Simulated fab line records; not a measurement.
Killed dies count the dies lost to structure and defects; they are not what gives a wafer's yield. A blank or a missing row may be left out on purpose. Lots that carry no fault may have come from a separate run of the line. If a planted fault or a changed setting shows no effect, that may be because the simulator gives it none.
Struck lot and sound lot, side by side -- flow nand harc -- 15 out of 1302 route steps
Sound: these wafers, L109.4, L109.5, L109.6. Struck: wafer L112.1. (L112.3, L112.6 of the same lot were not struck and are left out.) The cause comes at the end.
At each step with rows: each side's tool, then ch and its chambers, then its first start. Under that, the readings that differ: sound wafers -- struck wafers -- difference of the means -- sigmas: that difference in standard deviations of wafers without a fault.
alike: same words and numbers on both sides, and readings whose means sit less than 2 such deviations apart. not compared: any withheld reading, any reading some wafer has no value for, any bound like >300 that may hide the same value, and any number with overlapping values for which the record gives no deviation.
A row with sigmas, a row that says differs or no value, or rows on one side alone: a step with any of these is where the two part. Numbers that don't overlap but have no deviation are shown without sigmas and don't part them. Lack of a reading on every wafer of one side parts them only where that side has two or more wafers.

NHARC_A_DECK1_JOINT_INSPECT_05:
  sound on defect inspect-01, day 13 03:26; struck on defect inspect-01, day 14 15:05
  alike: raw defect count
after that, 1 step with no rows for these wafers: NHARC_A_ONON_D2_DEP_00 (target thk 1000 nm).
NHARC_A_ONON_D2_THK_MEAS_02: measures by ellipsometry.
  sound on film metro-01, day 13 04:01; struck on film metro-01, day 14 15:40
  alike: thk nm
after that, 1 step with no rows for these wafers: NHARC_A_ONON_D2_DEP_03 (target thk 1000 nm).
NHARC_A_ONON_D2_THK_MEAS_05: measures by ellipsometry.
  sound on film metro-02, day 13 04:34; struck on film metro-02, day 14 16:14
  alike: thk nm
after that, 1 step with no rows for these wafers: NHARC_A_ONON_D2_DEP_06 (target thk 1000 nm).
NHARC_A_ONON_D2_THK_MEAS_08: measures by ellipsometry.
  sound on film metro-02, day 13 05:08; struck on film metro-02, day 14 16:48
  alike: thk nm
after that, 1 step with no rows for these wafers: NHARC_A_ONON_D2_DEP_09 (target thk 1000 nm).
NHARC_A_ONON_D2_THK_MEAS_11: measures by ellipsometry.
  sound on film metro-02, day 13 05:42; struck on film metro-02, day 14 17:22
reading,sound,struck,difference,sigmas
thk nm (nm),969 969 970,1007,+38,+4
after that, 1 step with no rows for these wafers: NHARC_A_ONON_D2_DEP_12 (target thk 1000 nm).
NHARC_A_ONON_D2_THK_MEAS_14: measures by ellipsometry.
  sound on film metro-02, day 13 06:16; struck on film metro-01, day 14 17:56
reading,sound,struck,difference,sigmas
thk nm (nm),983 984 984,1006,+22,+2
then, 1 step without rows for these wafers: NHARC_A_ONON_D2_ANNEAL_15 (time 3600 s).
NHARC_A_ONON_D2_DEP_16: target thk 1000 nm.
  sound on pecvd onon-04 ch 0, day 13 17:28; struck on pecvd onon-03 ch 0, day 15 00:46
NHARC_A_ONON_D2_THK_MEAS_18: measures by ellipsometry.
  sound on film metro-02, day 13 17:49; struck on film metro-01, day 15 01:27
reading,sound,struck,difference,sigmas
thk nm (nm),995 993 993,1287,+293,+36
  not compared: hold
-- the record jumps here: 12 days lie between the struck wafers' starts before and after (it left off in module A_ONON_D2 and takes up again in module END, whose first step shown is number 1302 of the route) --
NHARC_END_SORT_01:
  sound on prober-02 ch 0, day 25 01:55; struck on prober-02 ch 0, day 27 02:10
reading,sound,struck,difference,sigmas
hold,- - -,await dispo/4.8h/release,no value on the sound wafers,
killed at array,85 104 110,675,+575,+22
killed dies,93 111 114,677,+571,+22
  alike: killed at other, killed at periphery, killed open, killed short

== WHERE THEY PART ==
First at NHARC_A_ONON_D2_THK_MEAS_11; last, within this record, at NHARC_END_SORT_01.

WHY: what had been put in by the simulator
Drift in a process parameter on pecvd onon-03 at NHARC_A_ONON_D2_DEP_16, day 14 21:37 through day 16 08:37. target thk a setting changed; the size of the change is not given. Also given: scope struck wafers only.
